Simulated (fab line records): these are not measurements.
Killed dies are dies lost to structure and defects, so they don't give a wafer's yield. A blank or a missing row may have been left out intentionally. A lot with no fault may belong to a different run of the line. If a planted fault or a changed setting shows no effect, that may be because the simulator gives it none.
fab line records ; flow n5Finfet
[record] lots = 5; wafers = 15; lastDay = 17
route steps=1938 shown BEOL_M2@889 BEOL_M4@1111 PASSIVATION@1936
lots that met no fault: from a run of the same line without faults
startH: hours from the record's opening day to when the first of the lot's shown wafers began ; waitH: time in hours since the lot's previous step ; " as in the row above ; L1.1+2: a row that stands for several wafers ; - value missing, or start not given ; * or withheld: withheld ; < > ~ a bound
route shown NAME@n: NAME is a module with steps in the file, n the number in the route of the first one ; usual: mean and standard deviation over wafers with no fault ; same: alike in all rows ; chamber/n: place in a boat ; sites: each site's reading ; _std_site: the values' standard deviation ; _edge_site: outer sites' mean less inner sites' ; radiusMm: how far each site lies from the wafer's centre ; mask NAME#n: copy n ; behind: the most recent tool/chamber to have shaped the wafer ; hold: why the lot was held/for how many hours/how that ended ; device: which transistor (n, p or np) failed to switch ; end of line: tests run on the same wafers once the route is complete ; where a step has no rows: the recipe by itself ; killed: at the first sort, the dies lost to defects and structure; wafer yield is something else ; map: shows each die of a wafer: x if killed, . if not, _ if none is there
set.NAME: setting as actually run; set.NAME@STEP: the setting as run at that earlier step ; model.NAME: the simulator's own value behind a step, which no gauge read
lots at some steps of the route; a table a step, a row a wafer
services: from which hour (startH, from the record's first day; less than 0 if before it) a tool's chamber was out of use, for how many hours, and why
[[steps]]
[step N5_BEOL_M2_STRIP_36]
[recipe] chemistry = N2/H2; powerW = 450; tempC = 40; pressureMtorr = 20; rfFrequencyHz = 6e+07; overashFraction = 0.3; biasPowerW = 7; h2Frac = 0.5; n2FlowSccm = 200; h2FlowSccm = 200
[step N5_BEOL_M2_TRENCH_ETCH_37]
[recipe] chemistry = C4F6/O2; targetDepthA = 555.55; target = SiOC; timeS = 29.2; ionEnergyEv = 250; pressureMtorr = 30; sourceW = 355; biasW = 185; Ar_flow_sccm = 300; C4F6_flow_sccm = 10; O2_flow_sccm = 10
[step N5_BEOL_M2_ETCH_41]
[recipe] chemistry = CH3F/O2; target = SiCN; targetDepthA = 299; taperDeg = 2; timeS = 52.5; ionEnergyEv = 120; maskMaterial = TiN; pressureMtorr = 30; sourceW = 395; biasW = 75; Ar_flow_sccm = 150; CH3F_flow_sccm = 30; O2_flow_sccm = 20
[step N5_BEOL_M2_STRIP_97]
[recipe] chemistry = N2/H2; timeS = 10; powerW = 450; tempC = 40; pressureMtorr = 20; rfFrequencyHz = 6e+07; biasPowerW = 7; n2FlowSccm = 200; h2FlowSccm = 200
[step N5_BEOL_M2_HM_STRIP_39]
[recipe] chemistry = peroxideTinStrip; material = TiN; targetDepthA = 250; tempC = 50; timeS = 158
[step N5_BEOL_M2_SRD_40]
[recipe] timeS = 30; tempC = 23; rinseLiquid = diw; dry = ipaMarangoni
[step N5_BEOL_M2_PRECLEAN_42]
[recipe] chemistry = residueRemover; timeS = 60; tempC = 40
[step N5_BEOL_M2_SRD_43]
[recipe] timeS = 30; tempC = 23; rinseLiquid = diw; dry = ipaMarangoni
[step N5_BEOL_M2_DEGAS_44]
[recipe] ambient = vacuum; tempC = 250; timeS = 60
[step N5_BEOL_M2_PRE_CLEAN_45]
[recipe] gas = H2/He; timeS = 30; tempC = 250
[step N5_BEOL_M2_ALD_84]
[recipe] material = TaN; targetThkA = *; tempC = 275; aldPrecursorFamily = PDMAT; aldCoReactant = NH3; pressureTorr = 3; carrierFlowSccm = 1500; pulseTimeS = 2; purgeTimeS = 3; coReactantPurgeTimeS = 2; coReactantPulseTimeS = 3; aldCycles = 30; precursorVesselTempC = 75; precursorVesselPressureTorr = 26.25; precursorVesselCarrierSccm = 1000
[usual] aldCycles = 30/0; chamberPressureTorr = 3.000/0.0064; heaterPowerW = 412/32
lot.wafer;tool;chamber;startH;waitH;aldCycles;chamberPressureTorr;heaterPowerW
L260.2;aldMetal-04;3;232.87;0.3;30;2.998;437
L260.4;aldMetal-04;2;232.87;0.3;30;3.007;451
L260.5;aldMetal-04;0;232.87;0.3;30;2.998;362
L261.2;aldMetal-04;3;233.94;0.1;-;-;-
L261.3;aldMetal-04;0;233.94;0.1;-;-;-
L261.5;aldMetal-04;3;233.94;0.1;-;-;-
L262.1;aldMetal-04;0;241.76;0.0;-;-;-
L262.2;aldMetal-04;3;241.76;0.0;-;-;-
L262.3;aldMetal-04;1;241.76;0.0;-;-;-
L263.3;aldMetal-03;1;259.86;0.1;-;-;-
L263.5;aldMetal-03;3;259.86;0.1;-;-;-
L263.6;aldMetal-03;0;259.86;0.1;-;-;-
L267.2;aldMetal-01;1;268.49;0.1;30;3.003;428
L267.3;aldMetal-01;0;268.49;0.1;30;3.003;420
L267.4;aldMetal-01;2;268.49;0.1;30;3.004;439
[step N5_BEOL_M2_SURFACE_TREAT_85]
[recipe] gas = Ar; timeS = *; ionEnergyEv = *; ionCurrentMaCm2 = 0.5; pressureMtorr = *; arFlowSccm = 30
[step N5_BEOL_M2_CVD_47]
[recipe] material = Co; targetThkA = 30; tempC = withheld; precursor = CCTBA/H2; pressureTorr = 30; timeS = 223.8
[step N5_BEOL_M2_SPUTTER_48]
[recipe] material = Cu; targetThkA = 45; tempC = -20; chamberPressurePa = 0.07; powerW = withheld; timeS = 8.29
[step N5_BEOL_M2_ANNEAL_49]
[recipe] tempC = 400; timeS = 240; ambient = vacuum
[step N5_BEOL_M2_SPUTTER_79]
[recipe] material = Cu; targetThkA = 45; tempC = -20; chamberPressurePa = 0.07; powerW = withheld; timeS = 8.29
[step N5_BEOL_M2_ANNEAL_80]
[recipe] tempC = 400; timeS = 240; ambient = vacuum
[step N5_BEOL_M2_SPUTTER_81]
[recipe] material = Cu; targetThkA = 45; tempC = -20; chamberPressurePa = 0.07; powerW = withheld; timeS = 8.29
[step N5_BEOL_M2_ANNEAL_82]
[recipe] tempC = 400; timeS = 240; ambient = vacuum
[step N5_BEOL_M2_SPUTTER_86]
[recipe] material = Cu; targetThkA = 45; tempC = -20; chamberPressurePa = 0.07; powerW = withheld; timeS = 8.29
[step N5_BEOL_M2_ANNEAL_87]
[recipe] tempC = 400; timeS = 240; ambient = vacuum
[step N5_BEOL_M2_SPUTTER_88]
[recipe] material = Cu; targetThkA = 45; tempC = -20; chamberPressurePa = 0.07; powerW = withheld; timeS = 8.29
[step N5_BEOL_M2_ANNEAL_89]
[recipe] tempC = 400; timeS = 240; ambient = vacuum
[step N5_BEOL_M2_SPUTTER_90]
[recipe] material = Cu; targetThkA = 45; tempC = -20; chamberPressurePa = 0.07; powerW = withheld; timeS = 8.29
[step N5_BEOL_M2_ANNEAL_91]
[recipe] tempC = 400; timeS = 240; ambient = vacuum
[step N5_BEOL_M2_SPUTTER_92]
[recipe] material = Cu; targetThkA = 45; tempC = -20; chamberPressurePa = 0.07; powerW = withheld; timeS = 8.29
[step N5_BEOL_M2_ANNEAL_93]
[recipe] tempC = 400; timeS = 240; ambient = vacuum
[step N5_BEOL_M2_SPUTTER_94]
[recipe] material = Cu; targetThkA = 45; tempC = -20; chamberPressurePa = 0.07; powerW = withheld; timeS = 8.29
[step N5_BEOL_M2_ANNEAL_95]
[recipe] tempC = 400; timeS = 240; ambient = vacuum
[step N5_BEOL_M2_SPUTTER_96]
[recipe] material = Cu; targetThkA = 45; tempC = -20; chamberPressurePa = 0.07; powerW = withheld; timeS = 8.29
[step N5_BEOL_M2_ECD_50]
[recipe] material = Cu; targetThkA = 3000
[step N5_BEOL_M2_ANNEAL_51]
[recipe] tempC = 225; timeS = 90; ambient = N2
[step N5_BEOL_M2_CMP_52]
[recipe] stopOn = SiOC; tOverpolishS = 6.8; downForcePsi = 1; platenRpm = 50; clearingPlatenDownForcePsi = 1.5; clearingPlatenRpm = 50; postCmpClean = cuAlkaline; targetThkNm = 40; clearingPlatenPadVelocityMS = 0.99484; padVelocityMS = 0.99484
[usual] barrierFieldEndpointS = 24.7/0.56; motorCurrentA = 6.1/0.67
lot.wafer;tool;chamber;startH;waitH;barrierFieldEndpointS;motorCurrentA
L261.3;cmp-02;2;236.94;0.2;23.9;5.3
L261.2;cmp-02;3;236.94;0.2;22.1;6.8
L261.5;cmp-02;3;236.94;0.2;22.7;6.2
L260.4;cmp-03;0;239.75;0.2;25.3;6.5
L260.2;cmp-03;1;239.75;0.2;25.0;6.6
L260.5;cmp-03;3;239.75;0.2;25.3;5.9
L262.3;cmp-03;0;244.53;0.2;23.0;6.8
L262.2;cmp-03;1;244.53;0.2;24.0;6.4
L262.1;cmp-03;3;244.53;0.2;22.9;6.1
L263.3;cmp-04;1;262.79;0.3;23.3;7.2
L263.6;cmp-04;2;262.79;0.3;23.6;6.1
L263.5;cmp-04;3;262.79;0.3;22.7;6.3
L267.2;cmp-04;0;271.53;0.2;24.8;6.0
L267.4;cmp-04;1;271.53;0.2;25.2;8.0
L267.3;cmp-04;2;271.53;0.2;24.7;5.8
[step N5_BEOL_M4_RC_MEAS_101]
[usual] DIBL_N = 36.3/1.7; DIBL_P = 36.3/2.2; IOFF_N = 0.16/0.034; IOFF_P = 0.21/0.038; ION_N = 673/13; ION_P = 461/8.3; SS_N = 71.5/0.55; SS_P = 73.3/0.67; VT_N = 250/3.4; VT_P = -251/3.5
lot.wafer;tool;chamber;startH;waitH;DIBL_N[mV/V];DIBL_P[mV/V];IOFF_N[nA/um];IOFF_P[nA/um];ION_N[uA/um];ION_P[uA/um];SS_N[mV/dec];SS_P[mV/dec];VT_N[mV];VT_P[mV]
L260.2;prober-01;0;266.61;0.2;36.4;36.4;0.16;0.19;684;465;71.6;74.1;250;-254
L260.4;prober-01;0;266.61;0.2;35.2;35.3;0.14;0.18;669;453;71.3;73.6;254;-256
L260.5;prober-01;0;266.61;0.2;34.2;33.2;0.12;0.15;660;453;70.8;73.0;254;-258
L267.2;prober-02;0;293.68;0.2;34.7;33.2;0.13;0.17;672;465;71.0;72.7;251;-253
L267.3;prober-02;0;293.68;0.2;34.6;33.3;0.12;0.18;659;459;71.3;73.0;252;-252
L267.4;prober-02;0;293.68;0.2;34.2;32.1;0.12;0.17;667;465;70.8;72.1;254;-248
[step N5_PASSIVATION_PROBE_49]
[usual] defectLimitedYield = 91.4/1.6; killed_at_M0_to_M3 = 34/10; killed_at_M4_up = 12/4.8; killedAtContacts = 11/6.2; killedAtFrontEnd = 39/13; killedAtOther = 4/3.1; killedDies = 101/19; killedOnRim = 13/4.1; killedOpen = 67/14; killedShort = 32/8.3; sort_bin_4_leakage = 0/0; sort_bin_5_function = 5.0/1; sort_bin_6_memory = 3.2/0.76; sortNPass = 1079/19; sortYieldPct = 91.4/1.6
[same] grossDies = 1180; killedAtBackSide = 0; sort_bin_8_speed[%] = 0
lot.wafer;tool;chamber;startH;waitH;defectLimitedYield[%];killed_at_M0_to_M3;killed_at_M4_up;killedAtContacts;killedAtFrontEnd;killedAtOther;killedDies;killedOnRim;killedOpen;killedShort;sort_bin_4_leakage[%];sort_bin_5_function[%];sort_bin_6_memory[%];sortNPass;sortYieldPct[%]
L261.2;prober-02;-;352.39;0.1;0;1133;6;7;27;7;1180;152;45;18;94.58;2.8;2.4;0;0
L261.3;prober-02;-;352.44;0.1;0;1120;9;14;29;8;1180;152;79;33;90.51;5.9;3.3;0;0
L261.5;prober-02;-;352.54;0.2;0;1110;11;20;34;5;1180;152;62;35;91.78;4.6;3.2;0;0
L260.2;prober-02;-;360.13;0.1;93.1;31;4;5;42;0;82;6;51;30;0;5.2;1.5;1098;93.1
L260.4;prober-02;-;360.23;0.2;90.1;40;14;8;53;2;117;15;77;39;0;6.1;3.7;1063;90.1
L260.5;prober-02;-;360.28;0.2;89.6;39;16;14;53;1;123;20;86;37;0;5.8;4.4;1057;89.6
L262.1;prober-02;-;376.72;0.0;0;1124;11;4;39;2;1180;152;61;32;92.03;5.0;2.7;0;0
L262.2;prober-02;-;376.77;0.1;0;1103;9;13;53;2;1180;152;89;32;89.58;6.0;4.2;0;0
L262.3;prober-02;-;376.82;0.1;0;1120;14;8;32;6;1180;152;73;32;91.10;6.1;2.6;0;0
L263.3;prober-02;-;383.21;0.1;0;1109;17;9;40;5;1180;152;62;34;91.61;4.6;3.5;0;0
L263.5;prober-02;-;383.31;0.2;0;1118;12;8;39;3;1180;152;63;25;92.46;4.6;2.7;0;0
L263.6;prober-02;-;383.36;0.3;0;1093;20;12;53;2;1180;152;81;31;90.25;5.9;3.4;0;0
L267.2;prober-02;-;398.51;0.1;93.7;38;11;4;18;3;74;8;56;17;0;3.5;2.5;1106;93.7
L267.3;prober-02;-;398.56;0.1;92.3;33;16;8;31;3;91;12;60;29;0;4.6;2.9;1089;92.3
L267.4;prober-02;-;398.61;0.2;93.2;34;11;3;26;6;80;9;57;23;0;3.9;2.9;1100;93.2
// killed by level:class
L261.2 BEOL_M2:areaAld=1100 M2:areaAld=16 FIN_SAQP:geometricParticle:open=7 MOL_CONTACT_COAG:geometricParticle:open=6 BEOL_M3:geometricParticle:open=5 PASS1_CAP:geometricParticle:open=5 FIN_SAQP:geometricParticle:short=4 STI_FIN_REVEAL:geometricParticle:open=4
L261.3 BEOL_M2:areaAld=1050 M2:areaAld=18 MOL_CONTACT_COAG:geometricParticle:open=13 BEOL_M2:geometricParticle:open=13 BEOL_M1:geometricParticle:open=11 BEOL_M3:geometricParticle:open=8 BEOL_M0_SAQP:geometricParticle:short=7 FIN_SAQP:geometricParticle:open=6
L261.5 BEOL_M2:areaAld=1063 M2:areaAld=20 MOL_CONTACT_COAG:geometricParticle:open=11 MOL_CONTACT_COAG:geometricParticle:short=9 BEOL_M1:geometricParticle:open=8 ILD0:geometricParticle:short=5 DUMMY_GATE:geometricParticle:open=5 BEOL_M0_SAQP:geometricParticle:short=5
L260.2 FIN_SAQP:geometricParticle:open=11 BEOL_M3:geometricParticle:open=9 FIN_SAQP:geometricParticle:short=8 BEOL_M2:geometricParticle:open=7 STI_FIN_REVEAL:geometricParticle:open=5 BEOL_M0_SAQP:geometricParticle:short=5 BEOL_M1:geometricParticle:open=4 STARTING-WAFER:geometricParticle:short=4
L260.4 FIN_SAQP:geometricParticle:open=24 FIN_SAQP:geometricParticle:short=16 BEOL_M0_SAQP:geometricParticle:open=14 BEOL_M0_SAQP:geometricParticle:short=9 MOL_CONTACT_COAG:geometricParticle:open=6 BEOL_M1:geometricParticle:open=5 BEOL_M3:geometricParticle:open=5 BEOL_M4:geometricParticle:open=4
L260.5 FIN_SAQP:geometricParticle:open=23 FIN_SAQP:geometricParticle:short=14 MOL_CONTACT_COAG:geometricParticle:open=12 BEOL_M5:geometricParticle:open=9 BEOL_M0_SAQP:geometricParticle:short=8 BEOL_M3:geometricParticle:open=8 STI_FIN_REVEAL:geometricParticle:open=7 BEOL_M1:geometricParticle:open=7
L262.1 BEOL_M2:areaAld=1073 M2:areaAld=13 BEOL_M3:geometricParticle:open=9 BEOL_M0_SAQP:geometricParticle:open=8 BEOL_M0_SAQP:geometricParticle:short=8 FIN_SAQP:geometricParticle:open=6 STI_FIN_REVEAL:geometricParticle:open=6 DUMMY_GATE:geometricParticle:short=6
L262.2 BEOL_M2:areaAld=1032 M2:areaAld=25 STI_FIN_REVEAL:geometricParticle:open=15 MOL_CONTACT_COAG:geometricParticle:open=12 BEOL_M2:geometricParticle:open=10 FIN_SAQP:geometricParticle:open=8 BEOL_M3:geometricParticle:open=8 BEOL_M0_SAQP:geometricParticle:open=6
L262.3 BEOL_M2:areaAld=1063 M2:areaAld=12 BEOL_M3:geometricParticle:open=11 FIN_SAQP:geometricParticle:open=10 BEOL_M0_SAQP:geometricParticle:short=9 BEOL_M0_SAQP:geometricParticle:open=9 MOL_CONTACT_COAG:geometricParticle:open=6 BEOL_M4:geometricParticle:open=6
L263.3 BEOL_M2:areaAld=1053 M2:areaAld=28 FIN_SAQP:geometricParticle:short=9 BEOL_M1:geometricParticle:open=8 BEOL_M3:geometricParticle:open=7 MOL_CONTACT_COAG:geometricParticle:open=6 BEOL_M4:geometricParticle:open=6 FIN_SAQP:geometricParticle:open=5
L263.5 BEOL_M2:areaAld=1068 M2:areaAld=23 FIN_SAQP:geometricParticle:open=10 BEOL_M0_SAQP:geometricParticle:short=9 BEOL_M0_SAQP:geometricParticle:open=9 STI_FIN_REVEAL:geometricParticle:open=8 MOL_CONTACT_COAG:geometricParticle:open=7 BEOL_M7:geometricParticle:open=7
L263.6 BEOL_M2:areaAld=1045 M2:areaAld=20 FIN_SAQP:geometricParticle:open=17 MOL_CONTACT_COAG:geometricParticle:open=12 BEOL_M4:geometricParticle:open=12 STARTING-WAFER:geometricParticle:open=7 GATE_CUT:geometricParticle:short=7 BEOL_M3:geometricParticle:open=7
L267.2 BEOL_M1:geometricParticle:open=14 BEOL_M2:geometricParticle:open=8 BEOL_M4:geometricParticle:open=8 BEOL_M3:geometricParticle:open=5 MOL_CONTACT_COAG:geometricParticle:open=4 DUMMY_GATE:geometricParticle:open=3 BEOL_M0_SAQP:geometricParticle:short=3 BEOL_M3:geometricParticle:short=3
L267.3 BEOL_M3:geometricParticle:open=10 FIN_SAQP:geometricParticle:short=9 MOL_CONTACT_COAG:geometricParticle:open=7 BEOL_M0_SAQP:geometricParticle:open=5 BEOL_M1:geometricParticle:open=5 FIN_CUT:geometricParticle:open=4 GATE_CUT:geometricParticle:short=4 BEOL_M2:geometricParticle:open=4
L267.4 FIN_SAQP:geometricParticle:open=10 BEOL_M3:geometricParticle:open=7 BEOL_M2:geometricParticle:open=6 BEOL_M2:geometricParticle:short=5 BEOL_M4:geometricParticle:open=5 STI_FIN_REVEAL:geometricParticle:open=4 BEOL_M0:geometricParticle:open=4 BEOL_M1:geometricParticle:open=4
// map L261.2 (x killed, . not)
_________________xxxxxxxxxxxx________________
______________xxxxxxxxxxxxxxxxxx_____________
___________xxxxxxxxxxxxxxxxxxxxxxxx__________
__________xxxxxxxxxxxxxxxxxxxxxxxxxx_________
________xxxxxxxxxxxxxxxxxxxxxxxxxxxxxx_______
_______xxxxxxxxxxxxxxxxxxxxxxxxxxxxxxxx______
______xxxxxxxxxxxxxxxxxxxxxxxxxxxxxxxxxx_____
_____xxxxxxxxxxxxxxxxxxxxxxxxxxxxxxxxxxxx____
____xxxxxxxxxxxxxxxxxxxxxxxxxxxxxxxxxxxxxx___
___xxxxxxxxxxxxxxxxxxxxxxxxxxxxxxxxxxxxxxxx__
___xxxxxxxxxxxxxxxxxxxxxxxxxxxxxxxxxxxxxxxx__
__xxxxxxxxxxxxxxxxxxxxxxxxxxxxxxxxxxxxxxxxxx_
__xxxxxxxxxxxxxxxxxxxxxxxxxxxxxxxxxxxxxxxxxx_
_xxxxxxxxxxxxxxxxxxxxxxxxxxxxxxxxxxxxxxxxxxxx
_xxxxxxxxxxxxxxxxxxxxxxxxxxxxxxxxxxxxxxxxxxxx
_xxxxxxxxxxxxxxxxxxxxxxxxxxxxxxxxxxxxxxxxxxxx
_xxxxxxxxxxxxxxxxxxxxxxxxxxxxxxxxxxxxxxxxxxxx
_xxxxxxxxxxxxxxxxxxxxxxxxxxxxxxxxxxxxxxxxxxxx
_xxxxxxxxxxxxxxxxxxxxxxxxxxxxxxxxxxxxxxxxxxxx
_xxxxxxxxxxxxxxxxxxxxxxxxxxxxxxxxxxxxxxxxxxxx
_xxxxxxxxxxxxxxxxxxxxxxxxxxxxxxxxxxxxxxxxxxxx
__xxxxxxxxxxxxxxxxxxxxxxxxxxxxxxxxxxxxxxxxxx_
__xxxxxxxxxxxxxxxxxxxxxxxxxxxxxxxxxxxxxxxxxx_
___xxxxxxxxxxxxxxxxxxxxxxxxxxxxxxxxxxxxxxxx__
___xxxxxxxxxxxxxxxxxxxxxxxxxxxxxxxxxxxxxxxx__
____xxxxxxxxxxxxxxxxxxxxxxxxxxxxxxxxxxxxxx___
_____xxxxxxxxxxxxxxxxxxxxxxxxxxxxxxxxxxxx____
______xxxxxxxxxxxxxxxxxxxxxxxxxxxxxxxxxx_____
_______xxxxxxxxxxxxxxxxxxxxxxxxxxxxxxxx______
________xxxxxxxxxxxxxxxxxxxxxxxxxxxxxx_______
__________xxxxxxxxxxxxxxxxxxxxxxxxxx_________
___________xxxxxxxxxxxxxxxxxxxxxxxx__________
______________xxxxxxxxxxxxxxxxxx_____________
_________________xxxxxxxxxxxx________________
// map L262.1 (x killed, . not)
_________________xxxxxxxxxxxx________________
______________xxxxxxxxxxxxxxxxxx_____________
___________xxxxxxxxxxxxxxxxxxxxxxxx__________
__________xxxxxxxxxxxxxxxxxxxxxxxxxx_________
________xxxxxxxxxxxxxxxxxxxxxxxxxxxxxx_______
_______xxxxxxxxxxxxxxxxxxxxxxxxxxxxxxxx______
______xxxxxxxxxxxxxxxxxxxxxxxxxxxxxxxxxx_____
_____xxxxxxxxxxxxxxxxxxxxxxxxxxxxxxxxxxxx____
____xxxxxxxxxxxxxxxxxxxxxxxxxxxxxxxxxxxxxx___
___xxxxxxxxxxxxxxxxxxxxxxxxxxxxxxxxxxxxxxxx__
___xxxxxxxxxxxxxxxxxxxxxxxxxxxxxxxxxxxxxxxx__
__xxxxxxxxxxxxxxxxxxxxxxxxxxxxxxxxxxxxxxxxxx_
__xxxxxxxxxxxxxxxxxxxxxxxxxxxxxxxxxxxxxxxxxx_
_xxxxxxxxxxxxxxxxxxxxxxxxxxxxxxxxxxxxxxxxxxxx
_xxxxxxxxxxxxxxxxxxxxxxxxxxxxxxxxxxxxxxxxxxxx
_xxxxxxxxxxxxxxxxxxxxxxxxxxxxxxxxxxxxxxxxxxxx
_xxxxxxxxxxxxxxxxxxxxxxxxxxxxxxxxxxxxxxxxxxxx
_xxxxxxxxxxxxxxxxxxxxxxxxxxxxxxxxxxxxxxxxxxxx
_xxxxxxxxxxxxxxxxxxxxxxxxxxxxxxxxxxxxxxxxxxxx
_xxxxxxxxxxxxxxxxxxxxxxxxxxxxxxxxxxxxxxxxxxxx
_xxxxxxxxxxxxxxxxxxxxxxxxxxxxxxxxxxxxxxxxxxxx
__xxxxxxxxxxxxxxxxxxxxxxxxxxxxxxxxxxxxxxxxxx_
__xxxxxxxxxxxxxxxxxxxxxxxxxxxxxxxxxxxxxxxxxx_
___xxxxxxxxxxxxxxxxxxxxxxxxxxxxxxxxxxxxxxxx__
___xxxxxxxxxxxxxxxxxxxxxxxxxxxxxxxxxxxxxxxx__
____xxxxxxxxxxxxxxxxxxxxxxxxxxxxxxxxxxxxxx___
_____xxxxxxxxxxxxxxxxxxxxxxxxxxxxxxxxxxxx____
______xxxxxxxxxxxxxxxxxxxxxxxxxxxxxxxxxx_____
_______xxxxxxxxxxxxxxxxxxxxxxxxxxxxxxxx______
________xxxxxxxxxxxxxxxxxxxxxxxxxxxxxx_______
__________xxxxxxxxxxxxxxxxxxxxxxxxxx_________
___________xxxxxxxxxxxxxxxxxxxxxxxx__________
______________xxxxxxxxxxxxxxxxxx_____________
_________________xxxxxxxxxxxx________________
[[services]]
tool;chamber;startH;hours;kind
cmp-03;-;255.25;4.0;pm
aldMetal-01;1;257.19;8.1;repair
cmp-03;-;259.25;-;consumableReplace:conditioner
cmp-03;-;259.25;-;consumableReplace:pad
[[key]]
[firstSign] step = N5_BEOL_M2_ALD_84; reading = toolRecord; direction = missing
[effect] step = N5_BEOL_M2_CMP_52; reading = barrierFieldEndpointS; direction = down; sigmas = 2.8; usual = 24.7; struck = 23.1
[effect] step = N5_PASSIVATION_PROBE_49; reading = sort_bin_4_leakage; direction = up; sigmas = 99+; usual = 0; struck = 91.54
[moreKillsBornAt] N5_BEOL_M2_ALD_84@aldMetal-04 = 6481; N5_BEOL_M2_ALD_84@aldMetal-03 = 3236
metAt N5_BEOL_M2_ALD_84
struckWafers L261.2,L261.3,L261.5,L262.1,L262.2,L262.3,L263.3,L263.5,L263.6
laterRowsLeftOut L261.2,L261.3,L261.5,L262.1,L262.2,L262.3,L263.3,L263.5,L263.6
onsetBetween 232.87 233.94
[fault] kind = skippedStepWhole; tool = aldMetal-03,aldMetal-04; chamber = -; onsetH = 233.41; steps = N5_BEOL_M2_ALD_84; scope = struckLotsOnly
// laterRowsLeftOut: the simulator's readings of these wafers behind a module that went badly wrong aren't trusted and aren't shown, but for the sort
